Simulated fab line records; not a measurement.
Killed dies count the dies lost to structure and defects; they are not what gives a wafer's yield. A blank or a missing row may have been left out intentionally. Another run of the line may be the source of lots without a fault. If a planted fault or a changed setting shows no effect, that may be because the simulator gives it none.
What tool caused it? | flow n5_finfet | 12 lots (36 wafers sampled), 1 step of a 1938-step route

## WHAT EACH GAUGE READ, for each wafer
N5_GATE_CUT_CD_MEAS_13 targets a cd of 20 nm.
lot  | measured     | on        | cd_nm (nm)
L075 | day 4 19:49  | cd_sem-02 | 20.3 20.2 19.8
L077 | day 5 05:44  | cd_sem-02 | 20.8 20.6 19.9
L079 | day 5 20:34  | cd_sem-03 | 20.3 20.2 20.6
L081 | day 6 05:59  | cd_sem-01 | 20.0 20.2 20.5
L083 | day 6 18:39  | cd_sem-03 | 20.5 20.4 20.2
L085 | day 7 12:40  | cd_sem-01 | 20.3 20.1 20.5
L087 | day 7 18:08  | cd_sem-01 | 19.5 20.0 19.4
L089 | day 8 07:35  | cd_sem-02 | 19.5 20.3 20.2
L091 | day 8 18:41  | cd_sem-03 | 19.6 19.7 19.6
L093 | day 9 07:06  | cd_sem-02 | 20.3 19.8 20.4
L095 | day 9 18:42  | cd_sem-03 | 19.8 19.8 19.5
L097 | day 10 07:07 | cd_sem-01 | 20.6 20.3 20.7

## EACH LOT AND THE TOOL THAT RAN IT (in order: tool; ch and the chambers of the sampled wafers; start)
Before these readings, the record contains no process step.

## THE ANSWER, worked out from the rows above alone
Rule: the usual values come from the lots themselves. The widest of any qualifying gaps counts: lots, ordered by their means at a reading, are off when they make up no more than a third of the lots, leave a main group of 4 or more, and stand apart from it by 3 or more times the standard deviation of that group's means. Not used: any main group whose means are identical at the precision the tables above print for the reading. Also off: a lot with no number at a reading for which 4 or more lots have one. The other lots that the step has rows for count as sound.
No lot is off on any of the readings shown, so nothing can be concluded from this.

## WHAT HAD BEEN PUT IN BY THE SIMULATOR
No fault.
